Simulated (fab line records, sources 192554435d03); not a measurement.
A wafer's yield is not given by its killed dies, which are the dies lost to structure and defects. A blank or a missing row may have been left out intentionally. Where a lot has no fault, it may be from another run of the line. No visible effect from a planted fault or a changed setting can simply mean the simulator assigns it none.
fab line records	flow n5Finfet
record lots=7	wafers=19	lastDay=17
route steps=1938 shown BEOL_M7@1289 PASSIVATION@1936
lots that met no fault: taken from a fault-free run of the same line
startH: start of the lot's first displayed wafer, in hours after the record's first day	waitH: hours elapsed since this lot's preceding step	" identical to the entry in the row above	L1.1+2: several wafers, shown together as one row	- either no value or no given start	* or withheld: withheld	< > ~ a bound
route shown NAME@n: NAME is a module with steps in the file, n the number in the route of the first one	usual: mean and standard deviation over wafers with no fault	same: alike in all rows	chamber/n: place in a boat	sites: the reading at each site	_std_site: the standard deviation of these	_edge_site: outer sites' mean less inner sites'	radiusMm: for every site, how far away it sits from the centre of the wafer	mask NAME#n: copy n	behind: the last tool/chamber to shape the wafer	hold: cause of the lot's hold/its duration in hours/its outcome	device: transistor that didn't switch, given as n, p or np	end of line: tests run on the same wafers once the route is complete	where a step has no rows: the recipe by itself	killed: the dies lost at the first sort to structure and to defects; this is not the yield of the wafer	map: per-die view of a wafer (x killed, . not killed, _ where there is no die)
set.NAME: the setting the step ran with; set.NAME@STEP: the setting that earlier step ran with	model.NAME: the simulator's own value behind a step, which no gauge read
lots at some steps of the route; a table a step, a row a wafer
services: the hour from which a tool's chamber was out of use, counted from the record's first day as startH (under 0 if before that day), plus the number of hours and why
## steps
# step N5_BEOL_M7_COAT_71
# recipe resist=underlayer	tempC=205	timeS=60	spinRpm=1500	resistThkNm=5
# step N5_BEOL_M7_COAT_22
# recipe resist=CAR-EUV	spinRpm=1500	resistThkNm=30
# step N5_BEOL_M7_EBR_24
# recipe solvent=PGMEA	ebrWidthMm=1.5
# step N5_BEOL_M7_SOFTBAKE_23
# recipe tempC=110	timeS=60	resist=CAR-EUV
# step N5_BEOL_M7_EXPOSE_25
# recipe maskId=V6	na=0.33	sourceShape=annular	sigmaInner=0.4	sigmaOuter=0.8	polarization=unpolarized	targetCdNm=40	doseMj=42.5
# step N5_BEOL_M7_PEB_26
# recipe pebTempC=100	pebTimeS=60	resist=CAR-EUV
# step N5_BEOL_M7_DEVELOP_27
# recipe developTimeS=30	developer=TMAH	resist=CAR-EUV	rinseLiquid=surfactantRinse	dry=airSpin	devTempC=23
# step N5_BEOL_M7_CD_MEAS_28
# recipe targetCdNm=40	landingEnergyEv=500	detector=seInlens
# usual cdNm=39.91/0.22
lot.wafer	tool	chamber	startH	waitH	cdNm
L989.4	cdSem-03	0	211.34	-	40.32
L989.5	"	0	"	"	40.01
L989.6	"	0	"	"	39.79
L993.1	cdSem-01	0	241.04	-	39.72
L993.5	"	0	"	"	39.80
L993.6	"	0	"	"	39.56
L994.1	cdSem-01	0	241.21	-	39.78
L994.2	"	0	"	"	40.05
L994.5	"	0	"	"	40.32
L998.1	cdSem-02	0	286.61	-	40.00
L998.4	"	0	"	"	39.64
L998.5	"	0	"	"	39.97
L101.3	cdSem-02	0	291.13	-	40.03
L101.4	"	0	"	"	40.33
L105.1	cdSem-02	0	315.62	-	40.00
L105.4	"	0	"	"	40.18
L106.1	cdSem-02	0	331.85	-	39.55
L106.5	"	0	"	"	39.46
L106.6	"	0	"	"	40.12
# step N5_BEOL_M7_OVL_MEAS_29
# recipe pointsPerWafer=522
# usual V6_OVL=-0.6/0.81
lot.wafer	tool	chamber	startH	waitH	V6_OVL[nm]
L989.4	overlay-01	0	211.38	0.0	0.3
L989.5	"	0	"	"	-0.3
L989.6	"	0	"	"	-1.2
L993.1	overlay-02	0	241.07	0.0	-0.6
L993.5	"	0	"	"	-0.6
L993.6	"	0	"	"	-2.0
L994.1	overlay-01	0	241.24	0.0	-1.8
L994.2	"	0	"	"	-1.4
L994.5	"	0	"	"	-0.8
L998.1	overlay-01	0	286.64	0.0	-2.8
L998.4	"	0	"	"	-1.7
L998.5	"	0	"	"	-1.8
L101.3	overlay-02	0	291.17	0.0	-1.6
L101.4	"	0	"	"	-0.2
L105.1	overlay-01	0	315.65	0.0	-0.8
L105.4	"	0	"	"	-0.2
L106.1	overlay-01	0	331.88	0.0	-0.4
L106.5	"	0	"	"	-0.1
L106.6	"	0	"	"	0.7
# step N5_BEOL_M7_INSPECT_30
# recipe mode=adi	inspectInstrument=brightfield
# usual rawDefectCount=382/98
lot.wafer	tool	chamber	startH	waitH	rawDefectCount
L989.4	defectInspect-01	-	211.43	0.0	618
L989.5	"	-	"	"	676
L989.6	"	-	"	"	796
L993.1	defectInspect-02	-	241.13	0.1	272
L993.5	"	-	"	"	374
L993.6	"	-	"	"	322
L994.1	defectInspect-02	-	241.30	0.1	237
L994.2	"	-	"	"	287
L994.5	"	-	"	"	286
L998.1	defectInspect-02	-	286.70	0.1	430
L998.4	"	-	"	"	401
L998.5	"	-	"	"	280
L101.3	defectInspect-02	-	291.22	0.0	297
L101.4	"	-	"	"	322
L105.1	defectInspect-01	-	315.71	0.1	402
L105.4	"	-	"	"	616
L106.1	defectInspect-02	-	331.94	0.1	383
L106.5	"	-	"	"	235
L106.6	"	-	"	"	294
# step N5_BEOL_M7_DESCUM_33
# recipe chemistry=O2	timeS=7	sourcePowerW=50	biasPowerW=20	pressureMtorr=20	rfFrequencyHz=2.712e+07	tempC=40	resist=CAR-EUV	o2FlowSccm=225
# usual drypumpMotorCurrentA=5.6/0.39	oesProductAu=0.79/0.083	rfVppV=242.9/1.4	showerheadPlenumPTorr=2.08/0.076	throttleValvePct=20.4/0.31
lot.wafer	tool	chamber	startH	waitH	drypumpMotorCurrentA	oesProductAu	rfHoursCounterH	rfVppV	showerheadPlenumPTorr	throttleValvePct
L989.4	rieDiel-05	1	211.46	0.0	5.5	0.74	175	240.5	2.01	20.3
L989.5	"	1	"	"	5.5	0.74	-	242.2	2.01	20.3
L989.6	"	0	"	"	6.0	0.92	-	242.0	2.05	20.0
L993.1	rieDiel-03	3	241.17	0.0	5.9	0.88	42	245.2	2.12	20.3
L993.5	"	1	"	"	4.9	0.92	-	241.4	2.14	20.4
L993.6	"	0	"	"	5.8	0.69	-	242.0	2.19	21.1
L994.1	rieDiel-05	3	241.64	0.3	5.4	0.80	95	244.9	2.12	20.7
L994.2	"	0	"	"	6.1	0.90	44	240.7	2.05	20.0
L994.5	"	3	"	"	5.4	0.81	-	243.5	2.12	20.7
L998.1	rieDiel-04	3	287.27	0.6	5.4	0.82	66	244.4	2.23	20.0
L998.4	"	2	"	"	5.0	0.72	207	241.5	1.98	20.4
L998.5	"	2	"	"	5.0	0.72	-	241.1	1.98	20.4
L101.3	rieDiel-05	0	291.25	0.0	6.1	0.88	59	241.9	2.04	20.1
L101.4	"	1	"	"	5.5	0.72	-	241.8	2.00	20.3
L105.1	rieDiel-05	0	315.74	0.0	6.0	0.87	69	242.2	2.04	20.1
L105.4	"	3	"	"	5.4	0.79	113	242.9	2.12	20.7
L106.1	rieDiel-05	3	332.26	0.3	5.4	0.78	118	244.2	2.12	20.7
L106.5	"	2	"	"	5.8	0.70	-	242.3	2.10	20.8
L106.6	"	3	"	"	5.4	0.78	-	244.2	2.12	20.7
# step N5_BEOL_M7_ETCH_72
# recipe chemistry=N2/H2	target=underlayer	targetDepthA=65	maskMaterial=CAR-EUV	timeS=5.2	ionEnergyEv=200	pressureMtorr=30	sourceW=840	biasW=150	n2FlowSccm=200	h2FlowSccm=200	ends=cleared
# usual drypumpMotorCurrentA=5.6/0.39	etchRfOnTimeS=5.19/0.11	oesProductAu=0.68/0.068	rfVppV=523.4/2.7	showerheadPlenumPTorr=2.52/0.088	throttleValvePct=17.79/0.29
lot.wafer	tool	chamber	startH	waitH	drypumpMotorCurrentA	etchRfOnTimeS	oesProductAu	rfHoursCounterH	rfVppV	showerheadPlenumPTorr	throttleValvePct
L989.4	rieDiel-05	1	211.49	0.0	5.5	5.11	0.63	175	521.2	2.41	17.53
L989.5	"	1	"	"	5.5	5.07	0.63	-	522.3	2.41	17.54
L989.6	"	0	"	"	6.1	5.20	0.78	-	521.8	2.50	17.47
L993.1	rieDiel-03	3	241.20	0.0	5.9	5.17	0.74	42	525.3	2.55	17.52
L993.5	"	1	"	"	4.9	5.05	0.80	-	525.9	2.62	17.99
L993.6	"	0	"	"	5.8	5.43	0.60	-	526.3	2.64	18.31
L994.1	rieDiel-05	3	241.67	0.0	5.5	5.16	0.68	95	524.3	2.55	17.90
L994.2	"	0	"	"	6.1	5.23	0.75	44	522.3	2.50	17.52
L994.5	"	3	"	"	5.4	5.14	0.69	-	523.8	2.55	17.87
L998.1	rieDiel-04	3	287.30	0.0	5.4	5.20	0.69	66	529.6	2.70	17.45
L998.4	"	2	"	"	5.0	5.07	0.62	207	518.6	2.42	17.97
L998.5	"	2	"	"	5.0	5.09	0.61	-	518.9	2.42	17.99
L101.3	rieDiel-05	0	291.28	0.0	6.0	5.16	0.75	59	521.3	2.49	17.52
L101.4	"	1	"	"	5.5	5.22	0.62	-	517.4	2.40	17.58
L105.1	rieDiel-05	0	315.78	0.0	6.1	5.22	0.73	69	523.5	2.48	17.54
L105.4	"	3	"	"	5.4	5.15	0.67	113	523.4	2.54	17.93
L106.1	rieDiel-05	3	332.29	0.0	5.4	5.12	0.66	118	522.4	2.54	17.92
L106.5	"	2	"	"	5.8	5.25	0.60	-	522.5	2.53	18.14
L106.6	"	3	"	"	5.4	5.15	0.67	-	523.7	2.54	17.93
# step N5_BEOL_M7_ETCH_65
# recipe chemistry=CF4	target=SiARC	targetDepthA=156	maskMaterial=CAR-EUV	timeS=26	ionEnergyEv=80	pressureMtorr=40	sourceW=545	biasW=36	Ar_flow_sccm=100	cf4FlowSccm=100	ends=cleared
# usual drypumpMotorCurrentA=5.6/0.39	etchRfOnTimeS=26.0/0.53	oesProductAu=0.68/0.069	rfVppV=183.8/1.2	showerheadPlenumPTorr=2.12/0.073	throttleValvePct=15.52/0.25
lot.wafer	tool	chamber	startH	waitH	drypumpMotorCurrentA	etchRfOnTimeS	oesProductAu	rfHoursCounterH	rfVppV	showerheadPlenumPTorr	throttleValvePct
L989.4	rieDiel-05	1	211.51	0.0	5.5	26.2	0.62	175	184.5	2.04	15.40
L989.5	"	1	"	"	5.5	26.2	0.62	-	184.0	2.04	15.39
L989.6	"	0	"	"	6.1	26.2	0.78	-	183.6	2.10	15.13
L993.1	rieDiel-03	3	241.22	0.0	5.9	25.7	0.74	43	185.4	2.19	15.50
L993.5	"	1	"	"	4.9	25.0	0.80	-	183.9	2.19	15.45
L993.6	"	0	"	"	5.8	26.7	0.60	-	183.7	2.21	16.05
L994.1	rieDiel-05	3	241.69	0.0	5.4	25.1	0.69	95	184.7	2.15	15.64
L994.2	"	0	"	"	6.0	25.8	0.76	44	183.1	2.10	15.16
L994.5	"	3	"	"	5.4	25.5	0.69	-	185.1	2.15	15.62
L998.1	rieDiel-04	3	287.32	0.0	5.4	26.2	0.69	66	185.5	2.27	15.19
L998.4	"	2	"	"	5.0	25.7	0.63	207	182.3	2.03	15.65
L998.5	"	2	"	"	5.0	25.5	0.63	-	182.0	2.03	15.63
L101.3	rieDiel-05	0	291.30	0.0	6.0	26.1	0.74	59	183.4	2.09	15.18
L101.4	"	1	"	"	5.5	17.5	0.78	-	182.9	2.03	15.47
L105.1	rieDiel-05	0	315.79	0.0	6.1	17.7	0.93	69	185.3	2.09	15.20
L105.4	"	3	"	"	5.4	17.2	0.86	113	184.0	2.14	15.68
L106.1	rieDiel-05	3	332.31	0.0	5.4	17.1	0.86	118	184.3	2.14	15.69
L106.5	"	2	"	"	5.8	26.5	0.61	-	182.5	2.13	15.82
L106.6	"	3	"	"	5.4	25.6	0.67	-	184.0	2.14	15.68
# step N5_BEOL_M7_ETCH_66
# recipe chemistry=N2/H2	target=SOC	targetDepthA=800	overetchA=160	maskMaterial=SiARC	tempC=40	timeS=120	ionEnergyEv=200	pressureMtorr=30	sourceW=840	biasW=150	n2FlowSccm=200	h2FlowSccm=200
# usual drypumpMotorCurrentA=5.6/0.4	oesProductAu=0.61/0.058	rfVppV=523.3/2.5	showerheadPlenumPTorr=2.52/0.088	throttleValvePct=17.75/0.29
lot.wafer	tool	chamber	startH	waitH	drypumpMotorCurrentA	oesProductAu	rfHoursCounterH	rfVppV	showerheadPlenumPTorr	throttleValvePct
L989.4	rieDiel-05	1	211.54	0.0	5.5	0.56	175	521.5	2.41	17.47
L989.5	"	1	"	"	5.5	0.56	-	521.7	2.41	17.48
L989.6	"	0	"	"	6.1	0.70	-	523.3	2.50	17.45
L993.1	rieDiel-03	3	241.25	0.0	5.9	0.66	43	525.6	2.55	17.47
L993.5	"	1	"	"	4.9	0.70	-	524.9	2.62	17.92
L993.6	"	0	"	"	5.8	0.55	-	525.1	2.64	18.27
L994.1	rieDiel-05	3	241.72	0.0	5.4	0.61	95	526.3	2.55	17.86
L994.2	"	0	"	"	6.1	0.68	44	521.1	2.50	17.45
L994.5	"	3	"	"	5.5	0.61	-	522.7	2.55	17.86
L998.1	rieDiel-04	3	287.35	0.0	5.4	0.62	66	527.1	2.70	17.40
L998.4	"	2	"	"	5.0	0.56	207	519.7	2.42	17.94
L998.5	"	2	"	"	4.9	0.56	-	520.6	2.42	17.94
L101.3	rieDiel-05	0	291.33	0.0	6.1	0.67	59	522.6	2.49	17.47
L101.4	"	1	"	"	5.5	0.55	-	519.4	2.41	17.52
L105.1	rieDiel-05	0	315.82	0.0	6.1	0.66	69	523.0	2.48	17.51
L105.4	"	3	"	"	5.4	0.59	113	525.3	2.54	17.88
L106.1	rieDiel-05	3	332.34	0.0	5.4	0.59	118	523.0	2.54	17.88
L106.5	"	2	"	"	5.8	0.55	-	523.9	2.52	18.10
L106.6	"	3	"	"	5.4	0.59	-	524.9	2.54	17.89
# step N5_PASSIVATION_PROBE_49
# usual defectLimitedYield=91.2/1.3	killed_at_M0_to_M3=34/10	killed_at_M4_up=13/4.6	killedAtContacts=13/5.5	killedAtFrontEnd=41/12	killedAtOther=2.8/2.4	killedDies=104/16	killedOpen=67/12	killedShort=33/7.2	sort_bin_5_function=5.1/0.86	sort_bin_6_memory=3.3/0.62	sortNPass=1076/16	sortYieldPct=91.2/1.3
# same grossDies=1180	killedAtBackSide=0	sort_bin_4_leakage[%]=0	sort_bin_8_speed[%]=0
lot.wafer	tool	chamber	startH	waitH	defectLimitedYield[%]	killed_at_M0_to_M3	killed_at_M4_up	killedAtContacts	killedAtFrontEnd	killedAtOther	killedDies	killedOpen	killedShort	sort_bin_5_function[%]	sort_bin_6_memory[%]	sortNPass	sortYieldPct[%]
L989.4	prober-01	-	299.02	0.2	89.9	33	12	11	61	2	119	64	47	5.6	3.8	1061	89.9
L989.5	prober-01	-	299.07	0.2	91.5	22	19	14	43	2	100	68	31	4.7	3.6	1080	91.5
L989.6	prober-01	-	299.12	0.3	90.3	21	15	8	68	2	114	71	40	5.7	3.6	1066	90.3
L993.1	prober-01	-	322.48	0.0	91.4	44	9	8	39	2	102	60	39	5.0	3.3	1078	91.4
L993.5	prober-01	-	322.68	0.2	90.9	33	9	18	42	5	107	77	26	4.5	3.9	1073	90.9
L993.6	prober-01	-	322.73	0.3	91.4	37	15	8	36	5	101	63	33	5.3	2.8	1079	91.4
L994.1	prober-01	-	326.09	0.0	92.5	36	15	4	28	6	89	64	21	4.4	2.9	1091	92.5
L994.2	prober-01	-	326.14	0.1	91.0	38	14	18	34	2	106	67	33	5.0	3.9	1074	91.0
L994.5	prober-01	-	326.29	0.2	92.0	27	6	18	40	3	94	62	28	4.6	3.1	1086	92.0
L998.1	prober-02	-	364.53	0.0	93.1	30	11	13	27	1	82	46	32	3.9	2.7	1098	93.1
L998.4	prober-02	-	364.68	0.2	92.0	32	10	8	42	2	94	62	28	5.0	2.5	1086	92.0
L998.5	prober-02	-	364.73	0.2	90.6	49	8	12	40	2	111	59	49	6.1	2.6	1069	90.6
L101.3	prober-01	-	369.82	0.1	89.1	49	5	17	54	4	129	82	42	6.1	4.1	1051	89.1
L101.4	prober-01	-	369.87	0.2	91.0	25	4	12	61	4	106	57	42	4.8	3.6	1074	91.0
L105.1	prober-01	-	390.43	0.0	90.3	33	4	17	61	0	115	75	32	5.3	4.1	1065	90.3
L105.4	prober-01	-	390.58	0.2	90.3	27	11	21	52	3	114	79	33	5.6	3.8	1066	90.3
L106.1	prober-01	-	407.30	0.0	93.1	23	14	7	33	5	82	51	24	4.3	2.5	1098	93.1
L106.5	prober-01	-	407.50	0.2	92.1	20	12	18	42	1	93	65	24	4.9	2.6	1087	92.1
L106.6	prober-01	-	407.55	0.3	91.9	21	9	18	47	1	96	65	29	4.7	3.3	1084	91.9
# killed by level:class
L989.4 FIN_SAQP:geometricParticle:short=18 FIN_SAQP:geometricParticle:open=8 MOL_CONTACT_COAG:geometricParticle:open=8 BEOL_M0_SAQP:geometricParticle:open=8 STI_FIN_REVEAL:geometricParticle:open=7 BEOL_M0_SAQP:geometricParticle:short=7 BEOL_M0:geometricParticle:open=7 GATE_CUT:geometricParticle:short=6
L989.5 STI_FIN_REVEAL:geometricParticle:open=13 MOL_CONTACT_COAG:geometricParticle:open=9 BEOL_M0_SAQP:geometricParticle:open=9 FIN_SAQP:geometricParticle:short=8 BEOL_M4:geometricParticle:open=8 BEOL_M3:geometricParticle:open=6 FIN_SAQP:geometricParticle:open=5 MOL_CONTACT_COAG:geometricParticle:short=5
L989.6 FIN_SAQP:geometricParticle:open=22 FIN_SAQP:geometricParticle:short=14 BEOL_M4:geometricParticle:open=8 MOL_CONTACT_COAG:geometricParticle:open=8 BEOL_M3:geometricParticle:open=7 STI_FIN_REVEAL:geometricParticle:short=6 STI_FIN_REVEAL:geometricParticle:open=5 ILD0:geometricParticle:short=4
L993.1 FIN_SAQP:geometricParticle:open=13 FIN_SAQP:geometricParticle:short=12 BEOL_M0_SAQP:geometricParticle:open=10 BEOL_M0_SAQP:geometricParticle:short=9 BEOL_M1:geometricParticle:open=8 BEOL_M3:geometricParticle:open=8 MOL_CONTACT_COAG:geometricParticle:open=6 BEOL_M8:geometricParticle:open=4
L993.5 BEOL_M3:geometricParticle:open=15 FIN_SAQP:geometricParticle:open=12 MOL_CONTACT_COAG:geometricParticle:open=12 FIN_SAQP:geometricParticle:short=8 DUMMY_GATE:geometricParticle:open=8 BEOL_M2:geometricParticle:open=6 MOL_CONTACT_COAG:geometricParticle:short=5 BEOL_M1:geometricParticle:open=5
L993.6 BEOL_M0_SAQP:geometricParticle:open=8 BEOL_M0_SAQP:geometricParticle:short=8 FIN_SAQP:geometricParticle:open=7 DUMMY_GATE:geometricParticle:open=6 BEOL_M3:geometricParticle:open=6 BEOL_M5:geometricParticle:open=6 MOL_CONTACT_COAG:geometricParticle:open=5 BEOL_M1:geometricParticle:open=5
L994.1 BEOL_M3:geometricParticle:open=13 STI_FIN_REVEAL:geometricParticle:open=9 BEOL_M0_SAQP:geometricParticle:open=7 BEOL_M0_SAQP:geometricParticle:short=7 BEOL_M1:geometricParticle:open=5 BEOL_M4:geometricParticle:open=5 FIN_SAQP:geometricParticle:open=4 MOL_CONTACT_COAG:geometricParticle:open=4
L994.2 MOL_CONTACT_COAG:geometricParticle:open=15 BEOL_M2:geometricParticle:open=9 BEOL_M0_SAQP:geometricParticle:short=8 FIN_SAQP:geometricParticle:short=6 GATE_CUT:geometricParticle:short=6 BEOL_M0_SAQP:geometricParticle:open=6 FIN_SAQP:geometricParticle:open=5 GATE_CUT:geometricParticle:open=5
L994.5 MOL_CONTACT_COAG:geometricParticle:open=15 STI_FIN_REVEAL:geometricParticle:open=14 BEOL_M0_SAQP:geometricParticle:open=8 FIN_SAQP:geometricParticle:short=6 BEOL_M3:geometricParticle:open=6 GATE_CUT:geometricParticle:short=5 BEOL_M0_SAQP:geometricParticle:short=4 FIN_SAQP:geometricParticle:open=3
L998.1 BEOL_M3:geometricParticle:open=10 MOL_CONTACT_COAG:geometricParticle:open=8 BEOL_M0_SAQP:geometricParticle:short=8 GATE_CUT:geometricParticle:short=5 MOL_CONTACT_COAG:geometricParticle:short=5 BEOL_M1:geometricParticle:open=5 BEOL_M4:geometricParticle:open=4 STARTING-WAFER:geometricParticle:short=4
L998.4 GATE_CUT:geometricParticle:short=11 BEOL_M0_SAQP:geometricParticle:open=10 BEOL_M3:geometricParticle:open=10 GATE_CUT:geometricParticle:open=8 MOL_CONTACT_COAG:geometricParticle:open=8 BEOL_M4:geometricParticle:open=6 BEOL_M0_SAQP:geometricParticle:short=4 FIN_SAQP:geometricParticle:open=3
L998.5 BEOL_M0_SAQP:geometricParticle:short=20 BEOL_M3:geometricParticle:open=11 BEOL_M0_SAQP:geometricParticle:open=10 FIN_SAQP:geometricParticle:short=9 MOL_CONTACT_COAG:geometricParticle:open=9 GATE_CUT:geometricParticle:short=6 GATE_CUT:geometricParticle:open=6 FIN_SAQP:geometricParticle:open=5
L101.3 FIN_SAQP:geometricParticle:open=17 BEOL_M0_SAQP:geometricParticle:open=17 BEOL_M0_SAQP:geometricParticle:short=14 MOL_CONTACT_COAG:geometricParticle:open=13 STI_FIN_REVEAL:geometricParticle:open=8 DUMMY_GATE:geometricParticle:open=7 FIN_SAQP:geometricParticle:short=6 BEOL_M0:geometricParticle:open=6
L101.4 FIN_SAQP:geometricParticle:open=22 FIN_SAQP:geometricParticle:short=11 STI_FIN_REVEAL:geometricParticle:open=9 BEOL_M0_SAQP:geometricParticle:short=8 MOL_CONTACT_COAG:geometricParticle:open=7 BEOL_M2:geometricParticle:open=5 BEOL_M0_SAQP:geometricParticle:open=5 MOL_CONTACT_COAG:geometricParticle:short=5
L105.1 MOL_CONTACT_COAG:geometricParticle:open=13 FIN_SAQP:geometricParticle:open=12 DUMMY_GATE:geometricParticle:open=9 BEOL_M3:geometricParticle:open=8 BEOL_M0_SAQP:geometricParticle:open=7 STI_FIN_REVEAL:geometricParticle:short=5 STI_FIN_REVEAL:geometricParticle:open=5 GATE_CUT:geometricParticle:short=5
L105.4 MOL_CONTACT_COAG:geometricParticle:open=14 FIN_SAQP:geometricParticle:open=9 STI_FIN_REVEAL:geometricParticle:open=8 FIN_SAQP:geometricParticle:short=7 GATE_CUT:geometricParticle:short=7 GATE_CUT:geometricParticle:open=6 BEOL_M0_SAQP:geometricParticle:short=6 BEOL_M3:geometricParticle:open=6
L106.1 FIN_SAQP:geometricParticle:open=7 STI_FIN_REVEAL:geometricParticle:open=7 BEOL_M0_SAQP:geometricParticle:open=6 FIN_SAQP:geometricParticle:short=5 MOL_CONTACT_COAG:geometricParticle:open=5 BEOL_M1:geometricParticle:open=5 BEOL_M4:geometricParticle:open=3 STARTING-WAFER:geometricParticle:open=3
L106.5 STI_FIN_REVEAL:geometricParticle:open=18 MOL_CONTACT_COAG:geometricParticle:open=16 FIN_SAQP:geometricParticle:short=8 BEOL_M4:geometricParticle:open=6 BEOL_M1:geometricParticle:open=5 DUMMY_GATE:geometricParticle:open=4 BEOL_M0:geometricParticle:open=4 DUMMY_GATE:geometricParticle:short=2
L106.6 STI_FIN_REVEAL:geometricParticle:open=19 MOL_CONTACT_COAG:geometricParticle:open=13 STI_FIN_REVEAL:geometricParticle:short=7 DUMMY_GATE:geometricParticle:open=7 MOL_CONTACT_COAG:geometricParticle:short=5 FIN_SAQP:geometricParticle:short=4 BEOL_M1:geometricParticle:open=4 BEOL_M2:geometricParticle:open=4
## services
tool	chamber	startH	hours	kind
rieDiel-04	-	199.56	1.0	repair
rieDiel-04	1	231.91	-	clean
rieDiel-04	1	231.91	-	consumableReplace:focusRing
rieDiel-04	1	231.91	14.9	scheduledDown
rieDiel-04	1	231.91	14.9	ventCycle
rieDiel-05	-	243.98	0.4	repair
rieDiel-05	1	248.26	8.4	repair
rieDiel-05	-	265.91	4.3	pm
rieDiel-05	-	283.06	1.3	repair
rieDiel-03	2	284.87	-	clean
rieDiel-03	2	284.87	-	consumableReplace:focusRing
rieDiel-03	2	284.87	-	consumableReplace:showerhead
rieDiel-03	2	284.87	22.5	scheduledDown
rieDiel-03	2	284.87	22.5	ventCycle
rieDiel-04	2	310.40	11.5	repair
## key
firstSign step=N5_BEOL_M7_ETCH_65	reading=etchRfOnTimeS	direction=down	sigmas=16	usual=*	struck=*
effect step=N5_BEOL_M7_ETCH_65	reading=oesProductAu	direction=up	sigmas=2.6	usual=0.68	struck=0.86
metAt N5_BEOL_M7_ETCH_65
struckWafers L101.4,L105.1,L105.4,L106.1
onsetBetween 241.69 291.30
fault kind=processParameterDrift	tool=rieDiel-05	chamber=-	onsetH=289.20	steps=N5_BEOL_M7_ETCH_65	channel=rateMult	offset=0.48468	shape=step	endH=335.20	scope=struckWafersOnly
